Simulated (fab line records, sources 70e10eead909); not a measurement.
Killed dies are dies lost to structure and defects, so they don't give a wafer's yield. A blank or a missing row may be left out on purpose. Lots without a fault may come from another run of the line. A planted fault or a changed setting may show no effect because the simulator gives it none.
Chamber matching | flow nand_harc | NHARC_P_CONTACT_ALD_22 on ald_metal-01: 4 sister chambers
The step deposits TiN, target thk 3 nm, pulse time 1 s, ald cycles 150. 4 wafers are shown with their chamber, then 8 later ones without.

WAFERS WITH THEIR CHAMBER
wafer  | chamber | heater_power_w (W)
L086.4 | 0       | 1234
L088.2 | 3       | 1148
L088.5 | 1       | 1151
L090.1 | 2       | 1018

WAFERS WITHOUT THEIR CHAMBER
wafer  | heater_power_w (W)
L090.3 | 1105
L090.4 | 1097
L091.2 | 1014
L091.3 | 1132
L091.6 | 1169
L096.2 | 1138
L096.4 | 1021
L096.6 | 1251

WHICH CHAMBER EACH WENT THROUGH
wafer  | from the rows above          | in truth
L090.3 | can't be placed: 3 or 1 or 2 | 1
L090.4 | can't be placed: 3 or 1 or 2 | 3
L091.2 | 2                            | 2
L091.3 | can't be placed: 3 or 1      | 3
L091.6 | can't be placed: 1 or 3 or 0 | 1
L096.2 | can't be placed: 3 or 1      | 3
L096.4 | 2                            | 2
L096.6 | 0                            | 0
Placed correctly: 3 of 8. Can't be placed from these rows: 5 (the true chamber is among the candidates in 5). Placed wrongly: 0.
How it was worked out, from the rows above alone: a wafer's distance from a chamber is the root of the sum, over the readings, of the square of ((its reading less the chamber's mean) divided by the reading's scatter). The wafer belongs to the nearest chamber; if the next one is less than 2 further off, it can't be placed. A chamber's mean is the mean of its shown wafers. The scatter: with one shown wafer a chamber, the root of the mean of the squares of how far each hidden wafer lies from its nearest shown one.
